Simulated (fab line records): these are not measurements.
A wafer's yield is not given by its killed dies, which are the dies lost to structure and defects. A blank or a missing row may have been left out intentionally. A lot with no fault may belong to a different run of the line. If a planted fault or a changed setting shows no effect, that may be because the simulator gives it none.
fab line records    flow nand-harc    part 2 of 2: steps 22 to 31 of 31
record lots=5  wafers=15  last-day=32
route steps=1302 shown P_CONTACT@231 P_M0@253
lots that met no fault: taken from a fault-free run of the same line
start-h: hours from the record's opening day to when the first of the lot's shown wafers began    wait-h: how many hours have passed since the lot's step before this one    " unchanged from the row above    L1.1+2: one row covering several wafers at once    - no value, or no start was given    * or withheld: withheld    < > ~ a bound
route shown NAME@n: NAME is a module with steps in the file, n the number in the route of the first one    usual: mean/standard deviation taken from wafers without a fault    same: alike in all rows    chamber/n: place in a boat    sites: per-site readings    _std_site: standard deviation across them    _edge_site: outer sites' mean less inner sites'    radius-mm: for every site, how far away it sits from the centre of the wafer    mask NAME#n: copy n    behind: the tool/chamber that last shaped the wafer    hold: why the lot went on hold/how many hours it stayed there/how the hold came to an end    device: whichever transistor did not switch (one of n, p or np)    end of line: the route-end tests of the same wafers    for a step that has no rows: nothing shown but its recipe    killed: at the first sort, the dies lost to defects and structure; wafer yield is something else    map: per-die view of a wafer (x killed, . not killed, _ where there is no die)
set.NAME: the run value of the setting; set.NAME@STEP: its run value at that earlier step    model.NAME: the simulator's own value behind a step, which no gauge read
lots at selected steps of the route; one table per step, one row per wafer
services: from which hour (start-h, from the record's first day; less than 0 if before it) a tool's chamber was out of use, for how many hours, and why
## steps
# step NHARC_P_M0_DEP_00
# recipe target-thk-a=1500  target-thk-nm=150  temp-c=withheld  pressure-torr=5  flow-sccm=200  rf-w=600  material=SiOC
lot.wafer   tool      chamber  start-h  wait-h
L077.1+3+4  pecvd-02  1,2,2    148.51   0.1
L079.2+6+4  pecvd-01  1,0,2    171.96   0.1
L080.6+5+4  pecvd-01  0,1,2    179.98   0.2
L086.3+1+6  pecvd-01  1,2,2    235.81   0.1
L095.2+3+6  pecvd-02  2,1,0    326.50   0.1
# step NHARC_P_M0_DEHYDRATE_01
# recipe temp-c=150  time-s=120
# usual chill-plate-temp-C=22.98/0.1  exhaust-pa=45.0/0.91
# same time-s=120
lot.wafer  tool            chamber  start-h  wait-h  chill-plate-temp-C  exhaust-pa
L077.1     litho-track-04  0        148.91   -       22.86               45.3
L077.3     "               0        "        "       22.92               44.6
L077.4     "               0        "        "       22.96               46.0
L079.2     litho-track-04  0        172.32   -       23.05               43.4
L079.4     "               0        "        "       23.03               45.1
L079.6     "               0        "        "       23.09               44.6
L080.4     litho-track-04  0        180.25   -       22.87               45.4
L080.5     "               0        "        "       22.77               44.3
L080.6     "               0        "        "       22.81               46.0
L086.1     litho-track-01  0        236.17   -       22.98               46.0
L086.3     "               0        "        "       23.11               45.6
L086.6     "               0        "        "       23.03               45.2
L095.2     litho-track-01  0        326.90   -       22.93               43.5
L095.3     "               0        "        "       22.95               44.8
L095.6     "               0        "        "       22.89               44.3
# step NHARC_P_M0_HMDS_02
# recipe time-s=30
# usual chill-plate-temp-C=23.00/0.12  exhaust-pa=45.2/0.81
# same time-s=30
lot.wafer  tool            chamber  start-h  wait-h  chill-plate-temp-C  exhaust-pa
L077.1     litho-track-04  0        -        -       23.08               44.8
L077.3     "               0        "        "       23.05               45.5
L077.4     "               0        "        "       22.98               45.9
L079.2     litho-track-04  0        -        -       23.01               45.3
L079.4     "               0        "        "       22.94               45.1
L079.6     "               0        "        "       23.01               45.0
L080.4     litho-track-04  0        -        -       23.26               45.3
L080.5     "               0        "        "       23.38               45.6
L080.6     "               0        "        "       23.17               45.5
L086.1     litho-track-01  0        -        -       23.24               45.6
L086.3     "               0        "        "       23.26               46.0
L086.6     "               0        "        "       23.18               45.6
L095.2     litho-track-01  0        -        -       23.06               46.2
L095.3     "               0        "        "       23.10               45.8
L095.6     "               0        "        "       22.93               44.7
# step NHARC_P_M0_COAT_33
# recipe temp-c=200  time-s=65
# usual chill-plate-temp-C=23.00/0.096  exhaust-pa=44.8/0.82
# same time-s=65
lot.wafer  tool            chamber  start-h  wait-h  chill-plate-temp-C  exhaust-pa
L077.1     litho-track-04  0        -        -       23.02               44.7
L077.3     "               0        "        "       22.96               44.6
L077.4     "               0        "        "       23.13               45.5
L079.2     litho-track-04  0        -        -       23.05               45.2
L079.4     "               0        "        "       22.99               45.1
L079.6     "               0        "        "       22.98               44.4
L080.4     litho-track-04  0        -        -       23.11               45.9
L080.5     "               0        "        "       22.98               45.0
L080.6     "               0        "        "       23.04               45.0
L086.1     litho-track-01  0        -        -       23.06               45.1
L086.3     "               0        "        "       22.95               44.4
L086.6     "               0        "        "       23.03               45.1
L095.2     litho-track-01  0        -        -       22.80               44.4
L095.3     "               0        "        "       22.80               44.9
L095.6     "               0        "        "       22.86               46.1
# step NHARC_P_M0_COAT_03
# recipe spin-rpm=1500  resist-thk-nm=90
# usual chill-plate-temp-C=23.00/0.11  exhaust-pa=45.2/0.88
lot.wafer  tool            chamber  start-h  wait-h  chill-plate-temp-C  exhaust-pa
L077.1     litho-track-04  0        -        -       23.09               45.0
L077.3     "               0        "        "       22.92               44.5
L077.4     "               0        "        "       23.08               46.1
L079.2     litho-track-04  0        -        -       23.13               45.8
L079.4     "               0        "        "       23.18               45.3
L079.6     "               0        "        "       22.94               46.0
L080.4     litho-track-04  0        -        -       22.82               45.7
L080.5     "               0        "        "       22.82               44.2
L080.6     "               0        "        "       22.92               44.9
L086.1     litho-track-01  0        -        -       23.09               45.8
L086.3     "               0        "        "       23.01               44.7
L086.6     "               0        "        "       23.14               46.2
L095.2     litho-track-01  0        -        -       22.71               46.7
L095.3     "               0        "        "       22.79               43.8
L095.6     "               0        "        "       22.76               46.2
# step NHARC_P_M0_SOFTBAKE_04
# recipe temp-c=105  time-s=55
# usual chill-plate-temp-C=23.00/0.1  exhaust-pa=45.0/0.95
# same time-s=55
lot.wafer  tool            chamber  start-h  wait-h  chill-plate-temp-C  exhaust-pa
L077.1     litho-track-04  0        -        -       22.98               45.9
L077.3     "               0        "        "       23.08               46.4
L077.4     "               0        "        "       22.83               47.3
L079.2     litho-track-04  0        -        -       22.91               45.8
L079.4     "               0        "        "       22.83               46.4
L079.6     "               0        "        "       22.99               44.8
L080.4     litho-track-04  0        -        -       23.20               45.5
L080.5     "               0        "        "       23.12               45.5
L080.6     "               0        "        "       23.06               46.9
L086.1     litho-track-01  0        -        -       22.75               44.4
L086.3     "               0        "        "       22.88               45.5
L086.6     "               0        "        "       22.79               45.8
L095.2     litho-track-01  0        -        -       22.95               45.8
L095.3     "               0        "        "       22.95               45.6
L095.6     "               0        "        "       22.88               44.8
# step NHARC_P_M0_EBR_05
# usual chill-plate-temp-C=23.02/0.11  exhaust-pa=44.8/0.95
lot.wafer  tool            chamber  start-h  wait-h  chill-plate-temp-C  exhaust-pa
L077.1     litho-track-04  0        -        -       23.00               44.1
L077.3     "               0        "        "       23.04               44.8
L077.4     "               0        "        "       22.95               43.6
L079.2     litho-track-04  0        -        -       22.95               45.4
L079.4     "               0        "        "       23.04               44.3
L079.6     "               0        "        "       22.93               44.3
L080.4     litho-track-04  0        -        -       23.11               46.5
L080.5     "               0        "        "       23.11               45.4
L080.6     "               0        "        "       22.93               45.8
L086.1     litho-track-01  0        -        -       22.99               45.8
L086.3     "               0        "        "       23.06               45.0
L086.6     "               0        "        "       22.96               45.4
L095.2     litho-track-01  0        -        -       23.03               47.2
L095.3     "               0        "        "       23.05               45.8
L095.6     "               0        "        "       23.06               47.3
# step NHARC_P_M0_EXPOSE_06
# recipe na=1.35  target-cd-nm=90  dose-mj=81.28  mask-id=P_M0
lot.wafer   tool             chamber  start-h  wait-h  mask
L077.1+3+4  arfi-scanner-02  0        149.08   -       P_M0#0
L079.2+4+6  arfi-scanner-02  0        172.61   -       P_M0#0
L080.4+5+6  arfi-scanner-01  0        180.55   -       P_M0#0
L086.1+3+6  arfi-scanner-03  0        236.46   -       P_M0#0
L095.2+3+6  arfi-scanner-02  0        327.20   -       P_M0#0
# step NHARC_P_M0_PEB_07
# recipe peb-temp-c=100  peb-time-s=65
# usual chill-plate-temp-C=23.00/0.11  exhaust-pa=45.0/0.82
lot.wafer  tool            chamber  start-h  wait-h  chill-plate-temp-C  exhaust-pa
L077.1     litho-track-01  0        149.14   0.1     23.01               44.8
L077.3     "               0        "        "       23.16               45.7
L077.4     "               0        "        "       22.94               45.5
L079.2     litho-track-04  0        172.67   0.1     23.05               44.7
L079.4     "               0        "        "       22.99               45.1
L079.6     "               0        "        "       22.96               45.9
L080.4     litho-track-04  0        180.60   0.0     22.84               45.0
L080.5     "               0        "        "       22.83               45.7
L080.6     "               0        "        "       22.96               45.1
L086.1     litho-track-04  0        236.52   0.1     22.92               45.2
L086.3     "               0        "        "       22.88               44.4
L086.6     "               0        "        "       22.86               44.6
L095.2     litho-track-06  0        327.25   0.1     23.11               45.1
L095.3     "               0        "        "       23.05               43.5
L095.6     "               0        "        "       23.04               44.0
# step NHARC_P_M0_DEVELOP_08
# recipe develop-time-s=35  dev-temp-c=23
# usual chill-plate-temp-C=22.99/0.1  exhaust-pa=44.9/0.94
lot.wafer  tool            chamber  start-h  wait-h  chill-plate-temp-C  exhaust-pa
L077.1     litho-track-01  0        -        -       23.01               43.7
L077.3     "               0        "        "       22.93               43.3
L077.4     "               0        "        "       22.97               43.7
L079.2     litho-track-04  0        -        -       22.94               45.1
L079.4     "               0        "        "       22.93               45.1
L079.6     "               0        "        "       23.12               45.3
L080.4     litho-track-04  0        -        -       23.10               45.3
L080.5     "               0        "        "       22.94               44.3
L080.6     "               0        "        "       23.00               46.3
L086.1     litho-track-04  0        -        -       23.03               46.0
L086.3     "               0        "        "       22.98               44.0
L086.6     "               0        "        "       23.17               45.7
L095.2     litho-track-06  0        -        -       23.18               46.0
L095.3     "               0        "        "       23.13               44.9
L095.6     "               0        "        "       23.14               45.0
## services
tool            chamber  start-h  hours  kind
rie-diel-03     3        130.33   2.4    repair
rie-diel-09     -        143.10   9.0    pm
litho-track-01  -        155.00   7.0    pm
rie-diel-03     0        163.54   60.9   repair
pvd-sputter-03  -        170.00   10.0   pm
rie-diel-09     0        173.21   3.9    repair
rie-diel-09     2        174.36   5.5    repair
rie-diel-09     -        194.27   0.4    repair
rie-diel-03     2        198.57   7.1    repair
rie-diel-03     1        199.51   1.9    repair
litho-track-04  -        203.00   7.0    pm
pvd-sputter-01  -        211.88   1.0    repair
rie-diel-10     1        230.50   19.0   repair
rie-diel-09     1        236.52   3.6    repair
rie-diel-10     -        242.50   9.0    pm
rie-diel-03     -        246.12   0.5    repair
rie-diel-09     0        258.46   7.6    repair
rie-diel-03     1        267.69   2.8    repair
rie-diel-10     1        276.91   7.7    repair
rie-diel-03     -        281.45   9.0    pm
rie-diel-10     2        297.69   3.4    repair
rie-diel-03     3        312.45   4.6    repair
rie-diel-03     -        318.86   0.4    repair
rie-diel-09     -        320.10   9.0    pm
